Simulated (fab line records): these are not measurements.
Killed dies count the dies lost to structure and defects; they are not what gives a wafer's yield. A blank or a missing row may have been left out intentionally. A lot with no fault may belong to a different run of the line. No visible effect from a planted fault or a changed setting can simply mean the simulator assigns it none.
Check for tools in common | flow nandHarc | Sample size 11 lots and 42 wafers

== WHY THIS WAS OPENED ==
On 3 of the 11 lots, a flag is raised at NHARC_A_CHANNEL_HOLE_D1_CD_MEAS_30 on the reading cdNm. Fault-free wafers read 90.9 nm, with a standard deviation of 1.5.
Rule: a lot is flagged in two cases, either no wafer of it has a number, or all its wafers with numbers fall more than 4 standard deviations from that mean. As for the other lots, they are considered sound.

lot  | measured     | on       | cdNm (nm), wafer by wafer | flag
L340 | day 9 19:01  | cdSem-01 | 92.6 92.7 89.5            | 
L342 | day 10 02:43 | cdSem-01 | 91.6 89.4 91.0            | 
L343 | day 10 16:06 | cdSem-03 | 89.9 91.3 90.2            | 
L344 | day 11 04:51 | cdSem-02 | 91.6 91.2 91.5            | 
L345 | day 11 07:16 | cdSem-01 | 2.3 -0.3 1.1 2.2 0.0 0.9  | FLAGGED
L346 | day 11 20:18 | cdSem-01 | 1.5 1.8 -0.4 1.3 1.8 -0.7 | FLAGGED
L349 | day 12 02:49 | cdSem-01 | 0.9 1.8 0.3 0.7 1.7 0.8   | FLAGGED
L355 | day 13 14:38 | cdSem-02 | 92.2 91.4 91.2            | 
L356 | day 13 18:13 | cdSem-01 | 87.6 86.6 92.1            | 
L358 | day 14 04:28 | cdSem-01 | 94.1 91.6 91.1            | 
L357 | day 14 08:37 | cdSem-01 | 89.7 88.5 90.5            | 
The numbers of the flagged lots are 1.0 nm on average: -89.9 nm against the usual, or -60 standard deviations.

== WHICH TOOL RAN EACH LOT ==
3 process steps preceding the reading are held in the record, out of 1159 steps in the route. Each cell gives the tool, then ch followed by the chambers the sampled wafers passed through, then the start.
lot  | flag    | NHARC_A_CHANNEL_HOLE_D1_ETCH_38   | NHARC_A_CHANNEL_HOLE_D1_ETCH_22 | NHARC_A_CHANNEL_HOLE_D1_ETCH_25
L340 |         | rieDiel-05 ch 0,1,3, day 9 12:26  | harEtch-01 ch 0,1, day 9 14:23  | harEtch-01 ch 0,1, day 9 16:25
L342 |         | rieDiel-05 ch 1,2,3, day 9 20:05  | harEtch-01 ch 0,1, day 9 22:09  | harEtch-01 ch 0,1, day 10 00:14
L343 |         | rieDiel-04 ch 0,1,2, day 10 09:19 | harEtch-01 ch 1, day 10 11:22   | harEtch-01 ch 1, day 10 13:28
L344 |         | rieDiel-04 ch 0,3, day 10 22:11   | harEtch-01 ch 0,1, day 11 00:15 | harEtch-01 ch 0,1, day 11 02:21
L345 | FLAGGED | rieDiel-11 ch 1,2, day 11 00:10   | harEtch-02 ch 0,1, day 11 02:19 | harEtch-02 ch 0,1, day 11 04:26
L346 | FLAGGED | rieDiel-11 ch 0,1,2, day 11 13:41 | harEtch-01 ch 0,1, day 11 15:38 | harEtch-01 ch 0,1, day 11 17:39
L349 | FLAGGED | rieDiel-11 ch 1,2,3, day 11 20:13 | harEtch-02 ch 0, day 11 22:16   | harEtch-02 ch 0, day 12 00:20
L355 |         | rieDiel-05 ch 1,2,3, day 13 07:59 | harEtch-02 ch 0,1, day 13 09:58 | harEtch-02 ch 0,1, day 13 11:59
L356 |         | rieDiel-11 ch 0,2,3, day 13 08:49 | harEtch-01 ch 0,1, day 13 13:38 | harEtch-01 ch 0,1, day 13 15:44
L358 |         | rieDiel-04 ch 0,1,2, day 13 20:58 | harEtch-02 ch 0,1, day 13 23:54 | harEtch-02 ch 0,1, day 14 01:59
L357 |         | rieDiel-11 ch 1,2,3, day 13 21:49 | harEtch-02 ch 0,1, day 14 03:59 | harEtch-02 ch 0,1, day 14 05:59
These steps, and what they do:
- NHARC_A_CHANNEL_HOLE_D1_ETCH_38: etches the open film in CF4, target depth 39 nm, time 65 s.
- NHARC_A_CHANNEL_HOLE_D1_ETCH_22: etches the open film in C4F8/O2/Ar, time 666.7 s, target depth 1600 nm.
- NHARC_A_CHANNEL_HOLE_D1_ETCH_25: etches the open film in C4F8/O2/Ar, time 1040.2 s, target depth 1500 nm.
- NHARC_A_CHANNEL_HOLE_D1_CD_MEAS_30

== FLAGGED AGAINST TOTAL, ONE TOOL AT A TIME (gauges that did the reading follow at the end) ==
step                               | tool       | lots run | flagged | share of the flagged lots | sound lots run after its first flagged lot
NHARC_A_CHANNEL_HOLE_D1_ETCH_38    | rieDiel-04 | 3        | 0       | none                      | -
NHARC_A_CHANNEL_HOLE_D1_ETCH_38    | rieDiel-05 | 3        | 0       | none                      | -
NHARC_A_CHANNEL_HOLE_D1_ETCH_38    | rieDiel-11 | 5        | 3       | all                       | 2 (L356,L357)
NHARC_A_CHANNEL_HOLE_D1_ETCH_22    | harEtch-01 | 6        | 1       | some                      | 1 (L356)
NHARC_A_CHANNEL_HOLE_D1_ETCH_22    | harEtch-02 | 5        | 2       | some                      | 3 (L355,L358,L357)
NHARC_A_CHANNEL_HOLE_D1_ETCH_25    | harEtch-01 | 6        | 1       | some                      | 1 (L356)
NHARC_A_CHANNEL_HOLE_D1_ETCH_25    | harEtch-02 | 5        | 2       | some                      | 3 (L355,L358,L357)
NHARC_A_CHANNEL_HOLE_D1_CD_MEAS_30 | cdSem-01   | 8        | 3       | all                       | 3 (L356,L358,L357)
NHARC_A_CHANNEL_HOLE_D1_CD_MEAS_30 | cdSem-02   | 2        | 0       | none                      | -
NHARC_A_CHANNEL_HOLE_D1_CD_MEAS_30 | cdSem-03   | 1        | 0       | none                      | -

== WHAT THE TABLE ALLOWS ==
Table rows that saw every flagged lot: 2, namely rieDiel-11 at NHARC_A_CHANNEL_HOLE_D1_ETCH_38 and cdSem-01 at NHARC_A_CHANNEL_HOLE_D1_CD_MEAS_30.
- rieDiel-11 at NHARC_A_CHANNEL_HOLE_D1_ETCH_38 ran 5 lots, 3 of them flagged. Sound lots followed the first flagged one (L356, L357) on it, something a lasting fault affecting the whole tool could not allow.
- cdSem-01 at NHARC_A_CHANNEL_HOLE_D1_CD_MEAS_30 ran 8 lots, 3 of them flagged. Sound lots followed the first flagged one (L356, L358, L357) on it, something a lasting fault affecting the whole tool could not allow.
Every row of the table either missed a flagged lot or ran a sound lot after the first.

== WHAT THE SIMULATOR HAD INSERTED ==
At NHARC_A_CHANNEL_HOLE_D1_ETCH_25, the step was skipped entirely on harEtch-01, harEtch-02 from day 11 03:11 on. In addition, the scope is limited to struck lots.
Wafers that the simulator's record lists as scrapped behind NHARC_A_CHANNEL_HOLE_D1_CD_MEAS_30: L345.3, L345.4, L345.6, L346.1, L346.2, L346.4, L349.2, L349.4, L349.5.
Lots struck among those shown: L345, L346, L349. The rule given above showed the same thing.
